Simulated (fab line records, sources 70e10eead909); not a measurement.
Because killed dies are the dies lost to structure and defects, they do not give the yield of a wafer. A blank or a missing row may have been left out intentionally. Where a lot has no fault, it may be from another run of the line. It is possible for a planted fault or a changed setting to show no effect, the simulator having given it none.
Chamber matching	flow nandHarc	cmp-04 running NHARC_A_BONDPAD_CMP_29: 4 sister chambers
The step polishes SiCN, target thk 200 nm. 14 wafers are shown with their chamber, then 7 later ones without.

== WAFERS WITH THEIR CHAMBER ==
wafer	chamber	motorCurrentA (A)	slurryFlowMlMin
L582.1	1	14.6	149.7
L582.4	0	11.4	150.7
L582.6	0	11.3	150.6
L583.4	2	12.7	149.6
L583.5	0	11.6	149.8
L583.6	3	11.4	149.9
L584.1	0	11.9	150.0
L584.3	1	14.3	149.8
L584.6	3	11.0	150.4
L588.1	3	12.3	150.4
L588.5	2	13.5	149.6
L588.6	1	13.6	149.9
L594.1	3	11.7	150.0
L594.2	2	13.0	150.5

SIGNATURES (means of the wafers above)
reading	chamber 0	chamber 1	chamber 2	chamber 3	scatter within a chamber
motorCurrentA	11.550	14.167	13.067	11.600	0.443
slurryFlowMlMin	150.275	149.800	149.900	150.175	0.368
Rule: for a wafer and a chamber, the distance is found by dividing, reading by reading, the gap between the wafer's reading and the chamber's mean by the reading's scatter, squaring, summing and taking the root. If the next closest chamber is less than 2 further off than the closest, the wafer can't be placed; otherwise it belongs to the closest. How the scatter is found: for the shown wafers, subtract from each reading the mean of its chamber, square and add these, divide the total by (wafers less chambers), then take the root.

== WAFERS WITH NO CHAMBER GIVEN ==
wafer	motorCurrentA (A)	slurryFlowMlMin
L594.4	14.3	150.3
L605.1	14.3	149.6
L605.4	13.1	149.6
L605.6	11.1	150.6
L604.1	10.7	151.0
L604.2	11.6	149.3
L604.4	12.9	149.8

== WHICH CHAMBER EACH WENT THROUGH ==
wafer	from the rows above	in truth
L594.4	can't be placed: 1 or 2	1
L605.1	1	1
L605.4	can't be placed: 2 or 1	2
L605.6	can't be placed: 0 or 3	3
L604.1	can't be placed: 0 or 3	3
L604.2	can't be placed: 3 or 0 or 2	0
L604.4	2	2
Correctly placed: 2 of 7. These rows do not allow placing 5 (true chamber among the candidates in 5). Placed wrongly: 0.
